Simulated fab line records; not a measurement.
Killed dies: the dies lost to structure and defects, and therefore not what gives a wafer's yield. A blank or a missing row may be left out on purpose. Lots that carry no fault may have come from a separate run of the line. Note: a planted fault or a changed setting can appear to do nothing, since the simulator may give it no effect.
fab line records	flow n5Finfet	part 2 of 2: steps 5 to 6 of 6
record: lots: 22	wafers: 66	lastDay: 17
route steps=1938 shown MOL_CONTACT_COAG@605 BEOL_M0_SAQP@637
lots with no fault: from the same line, run without faults
startH: hours from the record's first day to the start of the lot's first wafer shown	waitH: hours from the lot's prior step to this one	" the same as in the row above	L1.1+2: one row covering several wafers at once	- value missing, or start not given	* or withheld: withheld	< > ~ a bound
route shown NAME@n: names a module that has steps shown in the file, with the first one's number in the route	usual: mean/standard deviation of fault-free wafers	same: alike in all rows	chamber/n: place in a boat	sites: the reading at each site	_std_site: the standard deviation of these	_edge_site: mean of outer sites minus mean of inner sites	radiusMm: how far each site lies from the wafer's centre	mask NAME#n: copy n	behind: the last tool/chamber to shape the wafer	hold: why the lot was held/for how many hours/how that ended	device: transistor that didn't switch, given as n, p or np	end of line: tests of these same wafers at the route's end	where a step has no rows: the recipe by itself	killed: at the first sort, the dies lost to defects and structure; wafer yield is something else	map: dies across one wafer; x = killed, . = not, _ = none there
set.NAME: the setting as run; set.NAME@STEP: as run at that earlier step	model.NAME: the simulator's own value behind a step, which no gauge read
one table for each step of the route and one row for each wafer, over a sample of lots
services: a tool's chamber out of use, with start hour (startH, from the record's first day; less than 0 if before it), hours out, and reason
== steps ==
step: N5_BEOL_M0_SAQP_SPACER1_ETCHBACK_99
recipe: chemistry: CHF3/O2	mode: anisotropicEtchback	target: SiO2	targetDepthA: 154	timeS: 7.7	pressureMtorr: 30	sourceW: 650	biasW: 170	Ar_flow_sccm: 200	CHF3_flow_sccm: 50	O2_flow_sccm: 5	ionEnergyEv: 200
usual: CHF3_flow_sccm: 49.99/0.15	chamberPressureMTorr: 30.001/0.028	drypumpMotorCurrentA: 5.6/0.38	oesProductAu: 0.81/0.082	rfVppV: 525/11	showerheadPlenumPTorr: 2.47/0.035	throttleValvePct: 18.74/0.2
same: timeS: 7.7
lot.wafer	tool	chamber	startH	waitH	CHF3_flow_sccm	chamberPressureMTorr	drypumpMotorCurrentA	oesProductAu	rfHoursCounterH	rfVppV	showerheadPlenumPTorr	throttleValvePct
L074.3	rieDiel-04	1	113.73	0.4	49.85	29.984	5.0	0.76	142	532	2.49	18.57
L074.4	"	3	"	"	49.99	29.991	6.1	0.83	92	546	2.46	18.57
L074.5	"	3	"	"	50.01	29.987	6.1	0.84	-	545	2.46	18.57
L075.1	rieDiel-04	1	118.94	0.3	50.26	30.006	5.0	0.77	143	534	2.49	18.55
L075.2	"	0	"	"	50.00	30.009	5.4	0.76	150	519	2.51	18.91
L075.3	"	3	"	"	49.87	30.023	6.1	0.84	93	545	2.46	18.58
L076.2	rieDiel-04	0	122.56	0.3	49.96	29.945	5.4	0.75	152	522	2.51	18.90
L076.3	"	2	"	"	49.79	29.987	6.0	0.69	240	513	2.46	19.18
L076.6	"	0	"	"	49.68	30.007	5.4	0.76	-	520	2.51	18.91
L077.1	rieDiel-05	2	127.94	0.3	49.89	29.967	5.7	0.96	4	542	2.44	18.46
L077.3	"	1	"	"	50.03	30.023	5.6	0.89	26	515	2.48	18.76
L077.6	"	0	"	"	49.85	30.039	5.0	0.73	-	518	2.51	18.86
L078.1	rieDiel-05	2	132.09	0.3	50.04	29.984	5.7	0.96	6	542	2.44	18.47
L078.5	"	0	"	"	50.32	30.017	5.0	0.73	-	517	2.51	18.85
L078.6	"	1	"	"	49.93	30.030	5.6	0.88	-	514	2.48	18.78
L079.3	rieDiel-05	0	139.06	0.3	49.99	29.976	5.0	0.73	200	517	2.50	18.86
L079.4	"	3	"	"	50.08	30.021	5.8	0.70	246	518	2.51	18.86
L079.5	"	1	"	"	50.03	29.989	5.6	0.87	-	514	2.48	18.79
L080.2	rieDiel-04	3	142.59	0.3	49.78	29.943	6.1	0.83	100	545	2.46	18.58
L080.4	"	0	"	"	49.86	30.022	5.4	0.75	-	520	2.50	18.92
L080.6	"	3	"	"	50.17	30.005	6.1	0.83	-	545	2.46	18.58
L081.2	rieDiel-01	2	147.74	0.3	50.33	29.968	5.8	0.91	28	525	2.38	19.04
L081.3	"	1	"	"	49.79	30.008	5.7	0.85	48	532	2.54	18.79
L081.4	"	0	"	"	49.90	29.998	5.6	0.68	-	513	2.38	19.03
L083.1	rieDiel-04	1	164.62	0.3	50.12	29.980	4.9	0.75	159	533	2.48	18.59
L083.4	"	0	"	"	49.95	30.038	5.4	0.75	164	520	2.50	18.95
L083.5	"	3	"	"	50.15	29.995	6.1	0.82	-	545	2.45	18.59
L084.1	rieDiel-04	3	171.08	0.3	50.11	30.039	6.1	0.82	109	544	2.45	18.59
L084.3	"	1	"	"	49.99	29.984	5.0	0.75	161	533	2.48	18.58
L084.6	"	1	"	"	50.12	30.010	5.0	0.75	-	534	2.48	18.60
L086.1	rieDiel-05	2	188.98	0.3	49.90	29.979	5.7	0.91	26	541	2.44	18.50
L086.3	"	1	"	"	49.84	29.977	5.6	0.85	46	515	2.47	18.82
L086.4	"	0	"	"	49.95	30.052	5.0	0.71	216	517	2.50	18.89
L087.1	rieDiel-04	3	192.73	0.3	49.95	29.955	6.1	0.82	118	546	2.45	18.62
L087.2	"	0	"	"	49.70	29.983	5.4	0.74	174	521	2.50	18.94
L087.3	"	1	"	"	49.75	30.003	4.9	0.74	168	534	2.48	18.60
L088.1	rieDiel-05	2	195.86	0.3	50.10	29.953	5.7	0.91	28	540	2.44	18.51
L088.4	"	1	"	"	50.22	30.023	5.6	0.86	48	514	2.47	18.80
L088.5	"	0	"	"	49.86	29.981	5.0	0.71	-	518	2.50	18.90
L089.2	rieDiel-05	1	203.29	0.3	49.97	30.054	5.6	0.85	50	515	2.47	18.82
L089.5	"	0	"	"	50.07	29.946	5.0	0.71	-	517	2.50	18.88
L089.6	"	1	"	"	50.23	30.033	5.6	0.86	-	514	2.47	18.81
L090.2	rieDiel-05	3	207.80	0.3	50.04	29.990	5.8	0.88	11	519	2.50	18.48
L090.3	"	1	"	"	49.91	30.032	5.6	0.84	52	515	2.47	18.81
L090.5	"	2	"	"	50.16	30.037	5.7	0.89	-	542	2.43	18.51
L091.1	rieDiel-04	2	210.83	0.4	49.99	30.032	6.0	0.97	6	514	2.45	18.87
L091.3	"	0	"	"	50.37	30.021	5.4	0.74	182	520	2.50	18.96
L091.5	"	2	"	"	50.26	29.984	6.0	0.97	-	515	2.45	18.86
L092.2	rieDiel-05	3	220.41	0.3	50.08	30.012	5.8	0.87	17	518	2.50	18.48
L092.4	"	2	"	"	50.13	30.009	5.6	0.88	-	542	2.43	18.51
L092.5	"	1	"	"	49.85	30.024	5.6	0.85	-	514	2.46	18.83
L093.3	rieDiel-01	2	224.64	0.3	49.97	29.993	5.8	0.87	49	524	2.37	19.10
L093.5	"	2	"	"	50.05	30.004	5.8	0.87	-	525	2.37	19.10
L093.6	"	3	"	"	49.96	29.993	6.2	0.92	-	507	2.38	18.60
L094.2	rieDiel-05	2	227.16	0.3	49.81	30.039	5.7	0.88	39	540	2.43	18.53
L094.4	"	3	"	"	50.06	30.012	5.8	0.86	19	519	2.50	18.48
L094.6	"	0	"	"	50.00	29.999	5.0	0.70	-	516	2.49	18.90
L095.1	rieDiel-04	1	238.85	0.3	49.87	29.979	4.9	0.73	186	534	2.47	18.63
L095.2	"	3	"	"	49.85	29.946	6.1	0.80	129	545	2.45	18.62
L095.4	"	2	"	"	50.08	30.027	6.0	0.93	17	512	2.45	18.88
L096.1	rieDiel-05	1	241.78	0.3	50.21	30.008	5.6	0.84	63	516	2.46	18.84
L096.5	"	0	"	"	49.87	30.024	5.0	0.70	-	516	2.49	18.89
L096.6	"	3	"	"	49.89	29.926	5.8	0.86	-	518	2.50	18.48
L097.2	rieDiel-05	0	245.62	0.3	49.97	29.972	5.0	0.69	235	516	2.49	18.92
L097.5	"	2	"	"	50.06	29.999	5.7	0.88	-	540	2.43	18.53
L097.6	"	1	"	"	49.82	29.983	5.6	0.84	-	515	2.46	18.85
step: N5_BEOL_M0_SAQP_MANDREL1_REMOVE_100
recipe: chemistry: HBr/Cl2/O2	btTimeS: 10	target: a-Si	stopOn: SiNx	endpoint: OES-SiCl	overEtchFrac: 0.85	icpW: 600	biasW: 30	HBr_flow_sccm: 150	Cl2_flow_sccm: 80	O2_flow_sccm: 5	pressureMtorr: 10
usual: chamberPressureMTorr: 9.999/0.011	drypumpMotorCurrentA: 5.7/0.31	oesProductAu: 1.002/0.019	throttleValvePct: 36.5/0.45
lot.wafer	tool	chamber	startH	waitH	chamberPressureMTorr	drypumpMotorCurrentA	oesProductAu	rfHoursCounterH	throttleValvePct
L074.3	rieSi-05	0	113.82	0.1	9.996	5.7	1.039	3	36.2
L074.4	"	3	"	"	9.990	5.0	0.994	105	37.3
L074.5	"	3	"	"	10.011	5.0	0.989	-	37.3
L075.1	rieSi-05	0	119.03	0.1	10.007	5.7	1.021	3	36.2
L075.2	"	3	"	"	9.994	5.1	0.992	105	37.3
L075.3	"	2	"	"	9.996	5.4	0.994	19	36.1
L076.2	rieSi-01	1	122.65	0.1	9.978	5.9	1.002	172	35.8
L076.3	"	2	"	"	9.999	5.7	0.964	12	36.8
L076.6	"	2	"	"	9.982	5.7	0.962	-	36.8
L077.1	rieSi-01	2	128.02	0.1	9.999	5.7	0.974	13	36.8
L077.3	"	1	"	"	9.981	5.9	1.000	172	35.8
L077.6	"	3	"	"	10.021	5.9	1.023	-	36.7
L078.1	rieSi-01	1	132.18	0.1	10.004	6.0	1.004	172	35.8
L078.5	"	1	"	"	9.983	6.0	1.011	-	35.8
L078.6	"	2	"	"	9.992	5.7	0.973	-	36.8
L079.3	rieSi-01	3	139.15	0.1	9.995	5.9	1.014	180	36.7
L079.4	"	2	"	"	10.001	5.7	0.968	13	36.8
L079.5	"	3	"	"	9.999	5.9	1.015	-	36.7
L080.2	rieSi-01	3	142.67	0.1	9.999	5.9	1.024	180	36.7
L080.4	"	0	"	"	9.980	5.2	1.014	9	36.7
L080.6	"	3	"	"	9.996	5.9	1.022	-	36.7
L081.2	rieSi-01	0	147.83	0.1	10.003	5.2	1.024	9	36.7
L081.3	"	2	"	"	9.984	5.7	0.967	13	36.8
L081.4	"	1	"	"	9.993	5.9	1.001	173	35.8
L083.1	rieSi-05	3	164.70	0.1	9.996	5.1	0.983	106	37.3
L083.4	"	1	"	"	10.007	6.0	0.991	137	36.4
L083.5	"	2	"	"	9.991	5.4	1.006	-	36.0
L084.1	rieSi-05	2	171.17	0.1	9.996	5.4	1.009	20	36.0
L084.3	"	3	"	"	9.999	5.1	0.980	106	37.3
L084.6	"	3	"	"	9.992	5.0	0.988	-	37.3
L086.1	rieSi-06	3	189.07	0.1	10.003	5.5	1.013	26	36.2
L086.3	"	0	"	"	9.988	5.9	1.019	3	36.4
L086.4	"	1	"	"	10.000	6.1	0.990	37	36.8
L087.1	rieSi-01	3	192.82	0.1	9.990	5.9	1.022	181	36.7
L087.2	"	0	"	"	10.018	5.2	1.019	10	36.7
L087.3	"	1	"	"	10.002	5.9	0.991	173	35.8
L088.1	rieSi-05	3	195.95	0.1	9.992	5.0	0.997	106	37.3
L088.4	"	2	"	"	9.998	5.4	1.024	20	36.0
L088.5	"	2	"	"	9.999	5.4	1.010	-	36.1
L089.2	rieSi-01	3	203.38	0.1	9.992	5.9	1.013	181	36.7
L089.5	"	0	"	"	10.007	5.2	1.024	-	36.7
L089.6	"	3	"	"	10.007	5.9	1.019	-	36.7
L090.2	rieSi-05	0	207.89	0.1	9.987	5.7	1.015	5	36.2
L090.3	"	2	"	"	10.011	5.5	1.007	21	36.1
L090.5	"	2	"	"	9.998	5.5	1.003	-	36.1
L091.1	rieSi-05	3	210.91	0.1	10.005	5.0	0.993	107	37.3
L091.3	"	0	"	"	10.003	5.6	1.025	5	36.2
L091.5	"	1	"	"	9.997	6.0	0.989	-	36.4
L092.2	rieSi-06	3	220.50	0.1	9.999	5.5	1.021	27	36.2
L092.4	"	2	"	"	9.990	5.8	0.997	78	37.3
L092.5	"	2	"	"	10.003	5.7	0.999	-	37.3
L093.3	rieSi-06	1	224.73	0.1	10.012	6.1	0.977	38	36.8
L093.5	"	3	"	"	10.008	5.5	1.019	-	36.2
L093.6	"	0	"	"	9.995	5.9	1.017	-	36.4
L094.2	rieSi-06	1	227.25	0.1	10.005	6.1	0.970	38	36.8
L094.4	"	2	"	"	10.000	5.7	0.988	78	37.3
L094.6	"	1	"	"	9.989	6.1	0.973	-	36.8
L095.1	rieSi-06	2	238.93	0.1	10.012	5.7	0.989	79	37.3
L095.2	"	1	"	"	9.987	6.1	0.984	38	36.8
L095.4	"	0	"	"	9.994	5.9	1.016	4	36.3
L096.1	rieSi-06	1	241.87	0.1	10.002	6.1	0.995	38	36.8
L096.5	"	2	"	"	10.005	5.7	0.998	-	37.3
L096.6	"	1	"	"	9.998	6.1	0.973	-	36.8
L097.2	rieSi-05	0	245.71	0.1	9.990	5.6	1.025	5	36.2
L097.5	"	2	"	"	9.999	5.4	1.011	-	36.0
L097.6	"	1	"	"	10.030	6.0	0.993	-	36.4
== services ==
tool	chamber	startH	hours	kind
aldSin-02	-	87.00	14.0	pm
rieDiel-02	-	91.15	2.8	pm
rieSi-05	0	104.16	2.8	repair
rieSi-06	-	108.52	0.1	repair
aldSin-03	2	111.45	3.5	repair
rieDiel-02	1	112.26	2.7	repair
aldSin-04	3	118.43	18.7	repair
rieSi-05	3	127.23	6.0	repair
rieDiel-04	0	135.51	2.6	repair
rieDiel-04	2	137.67	9.0	repair
pecvd-02	-	144.46	0.7	repair
rieDiel-05	3	154.00	3.5	repair
aldSin-02	3	155.95	8.6	repair
rieDiel-04	-	156.29	1.1	repair
aldSin-02	3	167.12	5.0	repair
pecvd-03	-	169.69	2.8	pm
rieDiel-04	1	173.36	6.0	repair
aldSin-03	-	176.92	14.0	pm
pecvd-01	-	186.49	2.8	pm
rieDiel-05	-	200.69	1.2	repair
rieDiel-04	3	204.29	12.3	repair
aldSin-02	3	225.72	5.2	repair
rieDiel-03	2	228.06	8.4	repair
rieDiel-05	0	231.27	1.3	repair
